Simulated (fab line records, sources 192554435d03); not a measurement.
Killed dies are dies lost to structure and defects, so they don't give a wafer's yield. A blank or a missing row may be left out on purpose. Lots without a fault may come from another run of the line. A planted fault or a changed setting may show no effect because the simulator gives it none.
Split-lot experiment | flow n5_finfet | 7 lots, 21 wafers read, on a route of 1938 steps

THE SPLIT
At N5_BEOL_M6_EXPOSE_08 (exposes mask M6), the setting dose_mj was moved away from the recipe's 68.25 on 6 of the 21 wafers read, by -3.8% to +7.2%. The other wafers ran this setting at the recipe's value.

FROM THE SPLIT TO THE READING: what the file shows between them, 7 steps
- N5_BEOL_M6_PEB_09: peb time 60 s
- N5_BEOL_M6_DEVELOP_10: develop time 30 s
- N5_BEOL_M6_CD_MEAS_11: target cd 38.5 nm
- N5_BEOL_M6_DESCUM_16: chemistry O2, time 7.9 s
- N5_BEOL_M6_ETCH_61: etches SiARC in CF4, target depth 45.5 nm, time 75.8 s
- N5_BEOL_M6_ETCH_62: etches SOC in N2/H2, target depth 110 nm, overetch 22 nm, time 165 s
- N5_BEOL_M6_STRIP_19: strips in O2 (also split here: temp_c)

THE READING
cd_nm, in nm, at N5_BEOL_M6_CD_MEAS_18 (pitch 80 nm, target cd 40 nm). Fault-free wafers of this fab line usually give 40.2 nm, standard deviation 0.56 nm.

wafer  | tool, chamber at the split | dose_mj as run | against the recipe | cd_nm, nm | against lot-mates on the recipe
L075.1 | arfi_scanner-01, 0         | 68.25          | recipe             | 39.1      | -
L075.4 | arfi_scanner-01, 0         | 68.25          | recipe             | 39.9      | -
L075.5 | arfi_scanner-01, 0         | 68.25          | recipe             | 38.5      | -
L078.1 | arfi_scanner-02, 0         | 68.25          | recipe             | 40.1      | -
L078.2 | arfi_scanner-02, 0         | 68.25          | recipe             | 39.4      | -
L078.4 | arfi_scanner-02, 0         | 68.25          | recipe             | 38.9      | -
L084.2 | arfi_scanner-03, 0         | 68.25          | recipe             | 40.2      | -
L084.3 | arfi_scanner-03, 0         | 68.25          | recipe             | 39.8      | -
L084.5 | arfi_scanner-03, 0         | 68.25          | recipe             | 40.5      | -
L085.2 | arfi_scanner-02, 0         | 68.25          | recipe             | 40.2      | -
L085.4 | arfi_scanner-02, 0         | 65.68          | -3.8%              | 39.4      | -0.7
L085.6 | arfi_scanner-02, 0         | 68.25          | recipe             | 40.0      | -
L089.1 | arfi_scanner-03, 0         | 65.76          | -3.6%              | 38.7      | no lot-mate on the recipe
L089.4 | arfi_scanner-03, 0         | 65.76          | -3.6%              | 39.3      | no lot-mate on the recipe
L089.5 | arfi_scanner-03, 0         | 65.76          | -3.6%              | 39.4      | no lot-mate on the recipe
L096.1 | arfi_scanner-01, 0         | 68.25          | recipe             | 40.1      | -
L096.2 | arfi_scanner-01, 0         | 68.25          | recipe             | 39.7      | -
L096.3 | arfi_scanner-01, 0         | 68.25          | recipe             | 40.3      | -
L097.2 | arfi_scanner-02, 0         | 73.14          | +7.2%              | 43.6      | +4.0
L097.4 | arfi_scanner-02, 0         | 73.14          | +7.2%              | 44.3      | +4.7
L097.6 | arfi_scanner-02, 0         | 68.25          | recipe             | 39.6      | -

THE FIT
A straight line over all 21 wafers: cd_nm changes by +0.436 nm for each +1% of dose_mj; r = +0.87; the points scatter about the line by 0.72 nm.
The same after taking each lot's own level away (the mean of its wafers on the recipe; 18 wafers): +0.545 nm for each +1%; r = +0.94; scatter 0.52 nm.
On that fit, the largest move of dose_mj shifts the reading by 3.9 nm.
The lots' own levels span 39.17 to 40.17 nm, that is 1.8 times the standard deviation above.
So the lot-to-lot level changes the slope: the two fits differ.
Check: with one of the wafers moved furthest among these (+7.2%) left out of the fit, the line predicts +4.05 nm for it against its lot-mates. It came out at +4 nm against them.

OTHER SPLITS ON THESE WAFERS
These wafers also went through other splits before the reading. Each is held against what the fit with the lots' levels taken away leaves over:
other split on the same wafers   | wafers away from the commonest value | r with cd_nm (lot level and that fit taken away)
N5_BEOL_M5_TRENCH_ETCH_37 time_s | 5                                    | -0.07
N5_BEOL_M6_STRIP_19 temp_c       | 8                                    | -0.07

THE WHOLE CHAIN: every reading that the file lists as answering this split, in the file's order
step                  | what it does                                                         | reading                                                               | change (the file's fit)               | r (the file's)
N5_BEOL_M6_CD_MEAS_11 | target cd 38.5 nm                                                    | cd_nm                                                                 | +0.504 nm for each +1% of the setting | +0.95
N5_BEOL_M6_ETCH_61    | etches SiARC in CF4, target depth 45.5 nm, time 75.8 s               | BEOL_M6.cd_offset_nm (the simulator's own value, which no gauge read) | +0.518 nm for each +1% of the setting | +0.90
N5_BEOL_M6_ETCH_62    | etches SOC in N2/H2, target depth 110 nm, overetch 22 nm, time 165 s | BEOL_M6.cd_offset_nm (the simulator's own value, which no gauge read) | +0.478 nm for each +1% of the setting | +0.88
N5_BEOL_M6_CD_MEAS_18 | pitch 80 nm, target cd 40 nm                                         | cd_nm                                                                 | +0.515 nm for each +1% of the setting | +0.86

THE FILE'S OWN FIT
cd_nm changes by +0.515 nm for each +1% of dose_mj, r = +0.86.
